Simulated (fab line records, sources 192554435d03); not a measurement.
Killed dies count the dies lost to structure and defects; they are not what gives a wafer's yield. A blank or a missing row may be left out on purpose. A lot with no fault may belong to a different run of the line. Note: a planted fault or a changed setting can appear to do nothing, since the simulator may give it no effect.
The tool behind it: which one?    flow n5Finfet    32 wafers from 11 lots sampled at 3 of the route's 1938 steps

== WHAT THE GAUGES SHOWED, per wafer ==
N5_BEOL_M13_OVL_MEAS_29.
lot   measured      on          M13_OVL (nm)
L150  day 10 23:38  overlay-02  -8 7 1
L152  day 11 02:18  overlay-02  1 6 4
L153  day 11 13:59  overlay-01  1 -3 -4
L155  day 12 04:41  overlay-02  8 5 11
L154  day 12 04:56  overlay-01  7 11 11
L156  day 12 05:05  overlay-01  -12 -6 -3
L163  day 14 12:16  overlay-02  3 2 -2
L164  day 14 16:29  overlay-01  10 5 21
L167  day 15 11:02  overlay-01  2 -1
L169  day 15 11:44  overlay-02  8 -3 -8
L172  day 16 23:16  overlay-01  3 10 14

== TOOL THAT RAN EACH LOT (tool first, then ch and the chambers of the sampled wafers, then the start) ==
lot   N5_BEOL_M13_STRIP_63                 N5_BEOL_M13_COAT_65
L150  plasmaAsher-01 ch 0,1, day 10 22:55  lithoTrack-05 ch 0, day 10 23:10
L152  plasmaAsher-02 ch 0,1, day 11 01:37  lithoTrack-02 ch 0, day 11 01:51
L153  plasmaAsher-01 ch 0,1, day 11 13:18  lithoTrack-02 ch 0, day 11 13:32
L155  plasmaAsher-02 ch 0,1, day 12 04:07  lithoTrack-02 ch 0, day 12 04:22
L154  plasmaAsher-02 ch 0, day 12 04:15    lithoTrack-05 ch 0, day 12 04:30
L156  plasmaAsher-01 ch 0,1, day 12 04:31  lithoTrack-01 ch 0, day 12 04:46
L163  plasmaAsher-01 ch 0,1, day 14 11:36  lithoTrack-02 ch 0, day 14 11:49
L164  plasmaAsher-02 ch 0,1, day 14 15:56  lithoTrack-02 ch 0, day 14 16:10
L167  plasmaAsher-01 ch 0, day 15 10:21    lithoTrack-01 ch 0, day 15 10:36
L169  plasmaAsher-01 ch 0,1, day 15 11:03  lithoTrack-01 ch 0, day 15 11:17
L172  plasmaAsher-01 ch 1, day 16 22:42    lithoTrack-01 ch 0, day 16 22:56
- N5_BEOL_M13_STRIP_63: strips in N2/H2.
- N5_BEOL_M13_COAT_65: time 60 s, resist thk 350 nm.

== THE ANSWER, worked out from the rows above alone ==
Rule: the usual values come from the lots themselves. Put in order of their means at a reading, lots are off if they are a third of the lots or fewer, leave a main group of 4 or more, and stand apart from it by a gap of 3 or more times the standard deviation of the main group's means; of several such gaps the widest counts. A main group whose means are all the same, to the digits that the tables above print for the reading, isn't used. A lot without any number at a reading at which 4 lots or more have one is off too. Any other lot the step has rows for is counted as sound.
None of the lots is off at any reading shown; this tells nothing.

== WHAT THE SIMULATOR HAD PUT IN ==
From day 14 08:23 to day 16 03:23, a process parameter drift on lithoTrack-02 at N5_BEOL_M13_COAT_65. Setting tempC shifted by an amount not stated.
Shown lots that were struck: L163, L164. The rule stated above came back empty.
